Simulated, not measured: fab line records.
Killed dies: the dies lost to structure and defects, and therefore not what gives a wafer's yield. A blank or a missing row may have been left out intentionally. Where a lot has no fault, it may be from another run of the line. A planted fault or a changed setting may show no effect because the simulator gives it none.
A sampling plan put to the test / flow n5 finfet / one fab line, 41 faults that these records tell of, each judged on the records of the lots that it struck
Plan = the line's own looks (route steps where a gauge or an inspection reads the wafer without altering it). Where struck wafers have a number at a look and the file lists that look's usual mean and standard deviation on fault-free wafers, the look can be judged. Caught: a look later than the fault's first step finds the struck wafers' mean 4 or more of those standard deviations (sigma) from the usual mean. On the tool: the fault's steps, tested the same way using the tool's own readings. Caught also covers a different recipe on the struck wafers, or a record left blank for those wafers only.

## THE FAULTS, as the simulator had put them in
1. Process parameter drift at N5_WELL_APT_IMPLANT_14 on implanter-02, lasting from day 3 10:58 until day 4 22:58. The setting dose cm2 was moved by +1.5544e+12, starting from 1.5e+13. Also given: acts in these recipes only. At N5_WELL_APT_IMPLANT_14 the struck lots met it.
2. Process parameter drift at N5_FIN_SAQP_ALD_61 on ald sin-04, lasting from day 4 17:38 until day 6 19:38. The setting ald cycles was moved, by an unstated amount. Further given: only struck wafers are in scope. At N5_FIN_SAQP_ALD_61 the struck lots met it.
3. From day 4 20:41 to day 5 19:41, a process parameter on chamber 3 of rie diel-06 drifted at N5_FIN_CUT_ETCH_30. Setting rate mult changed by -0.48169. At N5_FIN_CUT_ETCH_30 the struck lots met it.
4. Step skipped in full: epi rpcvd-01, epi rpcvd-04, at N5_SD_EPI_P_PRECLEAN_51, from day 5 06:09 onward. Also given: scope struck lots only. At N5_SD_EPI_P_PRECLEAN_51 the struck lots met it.
5. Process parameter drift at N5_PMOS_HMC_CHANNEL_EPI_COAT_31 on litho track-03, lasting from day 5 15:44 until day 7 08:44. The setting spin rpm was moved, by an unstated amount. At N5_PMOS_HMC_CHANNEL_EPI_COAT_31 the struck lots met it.
6. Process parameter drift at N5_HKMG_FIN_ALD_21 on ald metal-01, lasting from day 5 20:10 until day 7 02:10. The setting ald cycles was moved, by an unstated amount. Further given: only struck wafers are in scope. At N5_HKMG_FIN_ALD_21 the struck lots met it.
7. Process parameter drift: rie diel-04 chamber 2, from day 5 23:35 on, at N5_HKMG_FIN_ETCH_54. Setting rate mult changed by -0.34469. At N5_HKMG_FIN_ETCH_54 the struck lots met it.
8. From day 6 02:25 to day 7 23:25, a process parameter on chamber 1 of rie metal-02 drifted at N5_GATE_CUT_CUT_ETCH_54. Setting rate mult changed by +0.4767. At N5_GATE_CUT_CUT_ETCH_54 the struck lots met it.
9. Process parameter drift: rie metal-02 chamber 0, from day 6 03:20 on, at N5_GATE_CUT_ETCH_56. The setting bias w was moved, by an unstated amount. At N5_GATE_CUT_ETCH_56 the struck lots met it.
10. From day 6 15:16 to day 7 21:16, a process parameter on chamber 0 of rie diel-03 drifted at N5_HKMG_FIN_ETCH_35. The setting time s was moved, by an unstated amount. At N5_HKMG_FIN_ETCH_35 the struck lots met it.
11. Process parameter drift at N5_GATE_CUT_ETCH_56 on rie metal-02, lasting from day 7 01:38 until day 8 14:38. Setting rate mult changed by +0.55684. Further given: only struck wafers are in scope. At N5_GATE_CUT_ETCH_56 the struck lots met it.
12. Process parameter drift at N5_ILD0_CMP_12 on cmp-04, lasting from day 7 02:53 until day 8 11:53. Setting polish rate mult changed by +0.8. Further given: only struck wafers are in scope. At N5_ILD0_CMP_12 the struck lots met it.
13. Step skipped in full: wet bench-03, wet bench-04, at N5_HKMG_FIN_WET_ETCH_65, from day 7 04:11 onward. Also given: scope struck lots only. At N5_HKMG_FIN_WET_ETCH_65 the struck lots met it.
14. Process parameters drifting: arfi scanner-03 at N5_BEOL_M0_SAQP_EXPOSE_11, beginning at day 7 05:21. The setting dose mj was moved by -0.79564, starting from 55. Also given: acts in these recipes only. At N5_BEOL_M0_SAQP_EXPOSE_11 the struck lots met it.
15. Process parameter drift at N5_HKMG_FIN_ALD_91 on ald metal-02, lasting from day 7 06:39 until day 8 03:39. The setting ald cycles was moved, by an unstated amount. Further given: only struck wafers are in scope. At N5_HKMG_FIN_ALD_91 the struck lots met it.
16. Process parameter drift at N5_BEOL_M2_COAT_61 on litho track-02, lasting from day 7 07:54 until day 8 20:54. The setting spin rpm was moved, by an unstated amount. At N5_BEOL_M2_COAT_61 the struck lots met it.
17. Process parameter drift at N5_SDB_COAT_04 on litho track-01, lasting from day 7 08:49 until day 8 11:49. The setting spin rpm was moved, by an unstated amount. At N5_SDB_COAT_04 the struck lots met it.
18. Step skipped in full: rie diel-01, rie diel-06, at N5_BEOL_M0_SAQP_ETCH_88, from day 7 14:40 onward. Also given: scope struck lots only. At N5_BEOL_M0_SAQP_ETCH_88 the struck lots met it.
19. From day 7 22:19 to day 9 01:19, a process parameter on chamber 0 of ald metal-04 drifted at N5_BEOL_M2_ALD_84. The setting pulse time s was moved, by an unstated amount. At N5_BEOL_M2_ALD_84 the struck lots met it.
20. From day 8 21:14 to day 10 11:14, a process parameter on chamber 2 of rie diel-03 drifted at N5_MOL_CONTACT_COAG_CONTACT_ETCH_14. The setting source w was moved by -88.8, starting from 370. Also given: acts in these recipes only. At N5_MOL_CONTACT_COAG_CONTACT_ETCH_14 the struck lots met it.
21. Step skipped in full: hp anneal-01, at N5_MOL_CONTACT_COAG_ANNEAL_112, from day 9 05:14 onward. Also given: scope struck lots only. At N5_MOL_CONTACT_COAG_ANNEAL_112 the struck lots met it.
22. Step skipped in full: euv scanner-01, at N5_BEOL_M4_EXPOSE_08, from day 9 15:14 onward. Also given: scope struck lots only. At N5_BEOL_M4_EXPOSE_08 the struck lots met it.
23. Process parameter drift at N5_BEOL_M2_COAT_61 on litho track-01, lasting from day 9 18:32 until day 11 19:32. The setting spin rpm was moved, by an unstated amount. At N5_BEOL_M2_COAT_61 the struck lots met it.
24. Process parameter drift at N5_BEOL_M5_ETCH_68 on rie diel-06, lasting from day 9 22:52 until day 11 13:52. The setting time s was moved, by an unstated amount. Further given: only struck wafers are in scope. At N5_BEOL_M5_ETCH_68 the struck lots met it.
25. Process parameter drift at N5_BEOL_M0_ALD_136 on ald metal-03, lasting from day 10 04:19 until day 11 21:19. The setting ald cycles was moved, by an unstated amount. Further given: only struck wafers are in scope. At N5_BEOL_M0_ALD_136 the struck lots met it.
26. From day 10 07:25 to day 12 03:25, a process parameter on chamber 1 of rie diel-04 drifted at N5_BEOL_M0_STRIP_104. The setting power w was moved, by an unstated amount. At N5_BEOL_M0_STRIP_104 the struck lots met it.
27. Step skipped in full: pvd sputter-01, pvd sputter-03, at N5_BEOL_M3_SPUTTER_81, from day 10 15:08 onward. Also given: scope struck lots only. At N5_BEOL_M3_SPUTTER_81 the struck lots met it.
28. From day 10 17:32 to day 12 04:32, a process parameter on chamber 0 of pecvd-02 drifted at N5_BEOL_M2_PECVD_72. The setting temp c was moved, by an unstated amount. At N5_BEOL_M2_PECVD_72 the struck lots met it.
29. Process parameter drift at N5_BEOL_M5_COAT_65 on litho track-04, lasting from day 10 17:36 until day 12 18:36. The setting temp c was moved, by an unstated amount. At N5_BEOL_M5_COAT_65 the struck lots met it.
30. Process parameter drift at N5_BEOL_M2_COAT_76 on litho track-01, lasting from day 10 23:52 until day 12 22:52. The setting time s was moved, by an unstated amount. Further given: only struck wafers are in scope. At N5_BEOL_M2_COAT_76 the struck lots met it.
31. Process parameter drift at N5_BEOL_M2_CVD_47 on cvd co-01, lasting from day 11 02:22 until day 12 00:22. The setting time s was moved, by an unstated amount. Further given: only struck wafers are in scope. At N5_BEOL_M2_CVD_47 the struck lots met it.
32. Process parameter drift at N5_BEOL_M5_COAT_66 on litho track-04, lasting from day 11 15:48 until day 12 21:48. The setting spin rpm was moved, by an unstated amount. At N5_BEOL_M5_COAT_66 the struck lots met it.
33. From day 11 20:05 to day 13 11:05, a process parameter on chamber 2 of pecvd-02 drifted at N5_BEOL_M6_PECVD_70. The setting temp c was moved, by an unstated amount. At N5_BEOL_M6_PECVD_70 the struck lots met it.
34. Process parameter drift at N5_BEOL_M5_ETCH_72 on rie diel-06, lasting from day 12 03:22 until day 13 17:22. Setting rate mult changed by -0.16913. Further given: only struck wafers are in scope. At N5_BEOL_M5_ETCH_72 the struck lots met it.
35. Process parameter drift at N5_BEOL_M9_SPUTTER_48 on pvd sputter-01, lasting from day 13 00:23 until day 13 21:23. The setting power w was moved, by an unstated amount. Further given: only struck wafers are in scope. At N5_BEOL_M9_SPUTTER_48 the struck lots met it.
36. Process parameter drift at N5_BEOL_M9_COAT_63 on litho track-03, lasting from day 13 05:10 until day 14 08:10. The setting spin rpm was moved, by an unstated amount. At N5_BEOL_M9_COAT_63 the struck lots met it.
37. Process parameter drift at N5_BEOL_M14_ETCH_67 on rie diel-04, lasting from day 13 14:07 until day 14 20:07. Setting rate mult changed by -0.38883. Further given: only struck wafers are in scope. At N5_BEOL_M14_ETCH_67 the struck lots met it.
38. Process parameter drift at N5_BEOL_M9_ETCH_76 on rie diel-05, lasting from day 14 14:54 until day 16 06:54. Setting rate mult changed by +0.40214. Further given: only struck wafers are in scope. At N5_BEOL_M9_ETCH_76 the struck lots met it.
39. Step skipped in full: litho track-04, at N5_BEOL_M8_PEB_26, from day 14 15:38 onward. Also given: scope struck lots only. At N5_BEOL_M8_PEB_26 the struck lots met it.
40. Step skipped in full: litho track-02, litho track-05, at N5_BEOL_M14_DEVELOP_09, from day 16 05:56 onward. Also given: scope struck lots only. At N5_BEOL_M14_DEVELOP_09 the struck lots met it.
41. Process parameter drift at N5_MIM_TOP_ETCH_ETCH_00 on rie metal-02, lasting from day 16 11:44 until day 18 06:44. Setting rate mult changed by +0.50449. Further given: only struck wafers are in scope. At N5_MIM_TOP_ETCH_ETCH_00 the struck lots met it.

## WHAT THE PLAN SAW
fault=1; on the tool itself=dose ions cm2 +99 or beyond sigma; first look that catches it=not the one look that can be judged after it; reading, sigma=-; median hours from its first step to that look=-; hours from the fault's start to the first struck lot there=-; judged looks passed uncaught=1
fault=2; on the tool itself=under 2 sigma; first look that catches it=no look after it can be judged; reading, sigma=-; median hours from its first step to that look=-; hours from the fault's start to the first struck lot there=-; judged looks passed uncaught=0
fault=3; on the tool itself=etch rf on time s +35 sigma; first look that catches it=no look after it can be judged; reading, sigma=-; median hours from its first step to that look=-; hours from the fault's start to the first struck lot there=-; judged looks passed uncaught=0
fault=4; on the tool itself=the tool's record is blank for the struck wafers; first look that catches it=N5_SD_EPI_P_EPI_MEAS_23; reading, sigma=thk nm -45; median hours from its first step to that look=3.4; hours from the fault's start to the first struck lot there=6; judged looks passed uncaught=0
fault=5; on the tool itself=spin speed rpm -58 sigma; first look that catches it=no look after it can be judged; reading, sigma=-; median hours from its first step to that look=-; hours from the fault's start to the first struck lot there=-; judged looks passed uncaught=0
fault=6; on the tool itself=under 2 sigma; first look that catches it=no look after it can be judged; reading, sigma=-; median hours from its first step to that look=-; hours from the fault's start to the first struck lot there=-; judged looks passed uncaught=0
fault=7; on the tool itself=etch rf on time s +25 sigma; first look that catches it=no look after it can be judged; reading, sigma=-; median hours from its first step to that look=-; hours from the fault's start to the first struck lot there=-; judged looks passed uncaught=0
fault=8; on the tool itself=etch rf on time s -8.6 sigma; first look that catches it=no look after it can be judged; reading, sigma=-; median hours from its first step to that look=-; hours from the fault's start to the first struck lot there=-; judged looks passed uncaught=0
fault=9; on the tool itself=bias w -38 sigma; first look that catches it=no look after it can be judged; reading, sigma=-; median hours from its first step to that look=-; hours from the fault's start to the first struck lot there=-; judged looks passed uncaught=0
fault=10; on the tool itself=run length s -99 or beyond sigma; first look that catches it=no look after it can be judged; reading, sigma=-; median hours from its first step to that look=-; hours from the fault's start to the first struck lot there=-; judged looks passed uncaught=0
fault=11; on the tool itself=oes product au +4.2 sigma; first look that catches it=no look after it can be judged; reading, sigma=-; median hours from its first step to that look=-; hours from the fault's start to the first struck lot there=-; judged looks passed uncaught=0
fault=12; on the tool itself=time to endpoint s -5.8 sigma; first look that catches it=none of the 2 looks that can be judged after it; reading, sigma=-; median hours from its first step to that look=-; hours from the fault's start to the first struck lot there=-; judged looks passed uncaught=2
fault=13; on the tool itself=the tool's record is blank for the struck wafers; first look that catches it=no look after it can be judged; reading, sigma=-; median hours from its first step to that look=-; hours from the fault's start to the first struck lot there=-; judged looks passed uncaught=0
fault=14; on the tool itself=exposure dose mJ cm2 -5.6 sigma; first look that catches it=not the one look that can be judged after it; reading, sigma=-; median hours from its first step to that look=-; hours from the fault's start to the first struck lot there=-; judged looks passed uncaught=1
fault=15; on the tool itself=under 2 sigma; first look that catches it=no look after it can be judged; reading, sigma=-; median hours from its first step to that look=-; hours from the fault's start to the first struck lot there=-; judged looks passed uncaught=0
fault=16; on the tool itself=spin speed rpm -81 sigma; first look that catches it=not the one look that can be judged after it; reading, sigma=-; median hours from its first step to that look=-; hours from the fault's start to the first struck lot there=-; judged looks passed uncaught=1
fault=17; on the tool itself=spin speed rpm -34 sigma; first look that catches it=not the one look that can be judged after it; reading, sigma=-; median hours from its first step to that look=-; hours from the fault's start to the first struck lot there=-; judged looks passed uncaught=1
fault=18; on the tool itself=the tool's record is blank for the struck wafers; first look that catches it=not the one look that can be judged after it; reading, sigma=-; median hours from its first step to that look=-; hours from the fault's start to the first struck lot there=-; judged looks passed uncaught=1
fault=19; on the tool itself=under 2 sigma; first look that catches it=not the one look that can be judged after it; reading, sigma=-; median hours from its first step to that look=-; hours from the fault's start to the first struck lot there=-; judged looks passed uncaught=1
fault=20; on the tool itself=rf fwd power W -42 sigma; first look that catches it=no look after it can be judged; reading, sigma=-; median hours from its first step to that look=-; hours from the fault's start to the first struck lot there=-; judged looks passed uncaught=0
fault=21; on the tool itself=the tool's record is blank for the struck wafers; first look that catches it=no look after it can be judged; reading, sigma=-; median hours from its first step to that look=-; hours from the fault's start to the first struck lot there=-; judged looks passed uncaught=0
fault=22; on the tool itself=no reading that can be judged; first look that catches it=no look after it can be judged; reading, sigma=-; median hours from its first step to that look=-; hours from the fault's start to the first struck lot there=-; judged looks passed uncaught=0
fault=23; on the tool itself=spin speed rpm +99 or beyond sigma; first look that catches it=not the one look that can be judged after it; reading, sigma=-; median hours from its first step to that look=-; hours from the fault's start to the first struck lot there=-; judged looks passed uncaught=1
fault=24; on the tool itself=run length s +12 sigma; first look that catches it=no look after it can be judged; reading, sigma=-; median hours from its first step to that look=-; hours from the fault's start to the first struck lot there=-; judged looks passed uncaught=0
fault=25; on the tool itself=under 2 sigma; first look that catches it=not the one look that can be judged after it; reading, sigma=-; median hours from its first step to that look=-; hours from the fault's start to the first struck lot there=-; judged looks passed uncaught=1
fault=26; on the tool itself=power w -49 sigma; first look that catches it=not the one look that can be judged after it; reading, sigma=-; median hours from its first step to that look=-; hours from the fault's start to the first struck lot there=-; judged looks passed uncaught=1
fault=27; on the tool itself=the tool's record is blank for the struck wafers; first look that catches it=not the one look that can be judged after it; reading, sigma=-; median hours from its first step to that look=-; hours from the fault's start to the first struck lot there=-; judged looks passed uncaught=1
fault=28; on the tool itself=susceptor temp C +38 sigma; first look that catches it=none of the 2 looks that can be judged after it; reading, sigma=-; median hours from its first step to that look=-; hours from the fault's start to the first struck lot there=-; judged looks passed uncaught=2
fault=29; on the tool itself=plate temp C -37 sigma; first look that catches it=no look after it can be judged; reading, sigma=-; median hours from its first step to that look=-; hours from the fault's start to the first struck lot there=-; judged looks passed uncaught=0
fault=30; on the tool itself=run length s +46 sigma; first look that catches it=not the one look that can be judged after it; reading, sigma=-; median hours from its first step to that look=-; hours from the fault's start to the first struck lot there=-; judged looks passed uncaught=1
fault=31; on the tool itself=run length s +8.4 sigma; first look that catches it=not the one look that can be judged after it; reading, sigma=-; median hours from its first step to that look=-; hours from the fault's start to the first struck lot there=-; judged looks passed uncaught=1
fault=32; on the tool itself=spin speed rpm +99 or beyond sigma; first look that catches it=not the one look that can be judged after it; reading, sigma=-; median hours from its first step to that look=-; hours from the fault's start to the first struck lot there=-; judged looks passed uncaught=1
fault=33; on the tool itself=susceptor temp C +23 sigma; first look that catches it=no look after it can be judged; reading, sigma=-; median hours from its first step to that look=-; hours from the fault's start to the first struck lot there=-; judged looks passed uncaught=0
fault=34; on the tool itself=etch rf on time s +9.8 sigma; first look that catches it=no look after it can be judged; reading, sigma=-; median hours from its first step to that look=-; hours from the fault's start to the first struck lot there=-; judged looks passed uncaught=0
fault=35; on the tool itself=cathode dc power W +99 or beyond sigma; first look that catches it=not the one look that can be judged after it; reading, sigma=-; median hours from its first step to that look=-; hours from the fault's start to the first struck lot there=-; judged looks passed uncaught=1
fault=36; on the tool itself=spin speed rpm -99 or beyond sigma; first look that catches it=no look after it can be judged; reading, sigma=-; median hours from its first step to that look=-; hours from the fault's start to the first struck lot there=-; judged looks passed uncaught=0
fault=37; on the tool itself=etch rf on time s +26 sigma; first look that catches it=not the one look that can be judged after it; reading, sigma=-; median hours from its first step to that look=-; hours from the fault's start to the first struck lot there=-; judged looks passed uncaught=1
fault=38; on the tool itself=etch rf on time s -14 sigma; first look that catches it=no look after it can be judged; reading, sigma=-; median hours from its first step to that look=-; hours from the fault's start to the first struck lot there=-; judged looks passed uncaught=0
fault=39; on the tool itself=the tool's record is blank for the struck wafers; first look that catches it=no look after it can be judged; reading, sigma=-; median hours from its first step to that look=-; hours from the fault's start to the first struck lot there=-; judged looks passed uncaught=0
fault=40; on the tool itself=the tool's record is blank for the struck wafers; first look that catches it=no look after it can be judged; reading, sigma=-; median hours from its first step to that look=-; hours from the fault's start to the first struck lot there=-; judged looks passed uncaught=0
fault=41; on the tool itself=only faintly: oes product au +3.5 sigma; first look that catches it=no look after it can be judged; reading, sigma=-; median hours from its first step to that look=-; hours from the fault's start to the first struck lot there=-; judged looks passed uncaught=0
Dash: fault not caught, or number not given in these records.

Caught at a look: 1 of 41. Caught on the tool: 34 of 41. By one or the other: 34 of 41.
On the tool alone, faults 1, 3, 5, 7, 8, 9, 10, 11, 12, 13, 14, 16, 17, 18, 20, 21, 23, 24, 26, 27, 28, 29, 30, 31, 32, 33, 34, 35, 36, 37, 38, 39, 40 were caught.
Caught by neither: faults 2, 6, 15, 19, 22, 25, 41.

## THINNER SAMPLING
If the look that catches a fault measured only every second or every third lot, by lot number, the first struck lot would be measured this late in the worst case:
fault=4; struck lots at that look, in order of time=L330, L331, L332; every lot=6 h; every second lot=14 h; every third lot=19 h
Hours count from the start of the fault until the first struck lot that is measured. 4 sigma limit: tested on the pooled struck wafers, so a lone lot may be under it. Other struck lots may not be in these records.

## THE LONGEST TIMED WAY FROM STEP TO LOOK
For fault 4, N5_SD_EPI_P_PRECLEAN_51 and N5_SD_EPI_P_EPI_MEAS_23 are separated by a median of 3.4 hours. No look between them can be judged.
